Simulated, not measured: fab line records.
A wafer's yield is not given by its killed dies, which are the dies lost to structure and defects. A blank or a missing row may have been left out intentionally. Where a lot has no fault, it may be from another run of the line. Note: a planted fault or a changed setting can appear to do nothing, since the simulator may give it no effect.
Lot-split experiment | flow n5_finfet | route with 1938 steps; 7 lots, 21 wafers read

THE SPLIT ITSELF
At N5_BEOL_M8_COAT_05 (resist thk 90 nm), the setting spin_rpm was moved away from the recipe's 1500 rpm on 6 of the 21 wafers read, by -11.1% to -3.5%. This setting was run at the recipe's value on the other wafers.

The reading comes from the split's own step.

THE READING
CAR-ArF_of_BEOL_M8_COAT_05.thk_nm (the simulator's own value, which no gauge read), in nm, at N5_BEOL_M8_COAT_05 (resist thk 90 nm). The file gives no usual value for it. Here, 15 wafers ran the recipe; their average is 89.9 nm with a standard deviation of 0.21 nm.

wafer  | tool, chamber at the split | spin_rpm as run, rpm | against the recipe | CAR-ArF_of_BEOL_M8_COAT_05.thk_nm, nm | against lot-mates on the recipe
L076.2 | litho_track-04, 0          | 1447                 | -3.5%              | 92                                    | +1.8
L076.4 | litho_track-04, 0          | 1500                 | recipe             | 90.2                                  | -
L076.6 | litho_track-04, 0          | 1447                 | -3.5%              | 91.8                                  | +1.6
L083.1 | litho_track-02, 0          | 1500                 | recipe             | 90.2                                  | -
L083.4 | litho_track-02, 0          | 1397                 | -6.9%              | 93.2                                  | +3.1
L083.5 | litho_track-02, 0          | 1500                 | recipe             | 90                                    | -
L085.1 | litho_track-05, 0          | 1500                 | recipe             | 90                                    | -
L085.5 | litho_track-05, 0          | 1500                 | recipe             | 89.8                                  | -
L085.6 | litho_track-05, 0          | 1500                 | recipe             | 89.4                                  | -
L086.2 | litho_track-05, 0          | 1500                 | recipe             | 90                                    | -
L086.3 | litho_track-05, 0          | 1500                 | recipe             | 89.8                                  | -
L086.6 | litho_track-05, 0          | 1500                 | recipe             | 89.6                                  | -
L089.2 | litho_track-02, 0          | 1333                 | -11.1%             | 95.6                                  | +5.7
L089.4 | litho_track-02, 0          | 1500                 | recipe             | 89.8                                  | -
L089.6 | litho_track-02, 0          | 1500                 | recipe             | 90                                    | -
L088.2 | litho_track-05, 0          | 1500                 | recipe             | 89.6                                  | -
L088.3 | litho_track-05, 0          | 1448                 | -3.5%              | 91.4                                  | +1.8
L088.4 | litho_track-05, 0          | 1448                 | -3.5%              | 91.6                                  | +2.0
L096.1 | litho_track-04, 0          | 1500                 | recipe             | 90                                    | -
L096.2 | litho_track-04, 0          | 1500                 | recipe             | 89.8                                  | -
L096.6 | litho_track-04, 0          | 1500                 | recipe             | 89.8                                  | -

THE FIT
A straight line over all 21 wafers: CAR-ArF_of_BEOL_M8_COAT_05.thk_nm changes by -0.51 nm for each +1% of spin_rpm; r = -0.99; the points scatter about the line by 0.22 nm.
The same after taking each lot's own level away (the mean of its wafers on the recipe; 21 wafers): -0.499 nm for each +1%; r = -0.99; scatter 0.17 nm.
According to that fit, moving spin_rpm by its largest amount changes the reading by 5.6 nm.
Across the lots, their own levels run from 89.60 to 90.20 nm, a range of 2.8 times the standard deviation given above.
So the lot-to-lot level changes the slope little: the two slopes agree.
Check: with one of the wafers moved furthest among these (-11.1%) left out of the fit, the line predicts +5.36 nm for it against its lot-mates. Against them it came out at +5.7 nm.

ADDITIONAL SPLITS CARRIED BY THESE WAFERS
Other splits were also applied to these wafers ahead of the reading. Each is held against what the fit with the lots' levels taken away leaves over:
other split on the same wafers   | wafers away from the commonest value | r with CAR-ArF_of_BEOL_M8_COAT_05.thk_nm (lot level and that fit taken away)
N5_BEOL_M3_EXPOSE_25 dose_mj     | 7                                    | -0.20
N5_BEOL_M4_PECVD_72 time_s       | 7                                    | +0.16
N5_BEOL_M5_COAT_22 spin_rpm      | 5                                    | -0.06
N5_BEOL_M5_EXPOSE_25 dose_mj     | 8                                    | -0.24
N5_BEOL_M6_ETCH_66 bias_w        | 7                                    | -0.06
N5_BEOL_M6_TRENCH_ETCH_37 time_s | 7                                    | +0.01
N5_BEOL_M8_ILD_DEP_00 time_s     | 4                                    | -0.27

FILE'S OWN FIT
CAR-ArF_of_BEOL_M8_COAT_05.thk_nm changes by -0.498 nm for each +1% of spin_rpm, r = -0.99.
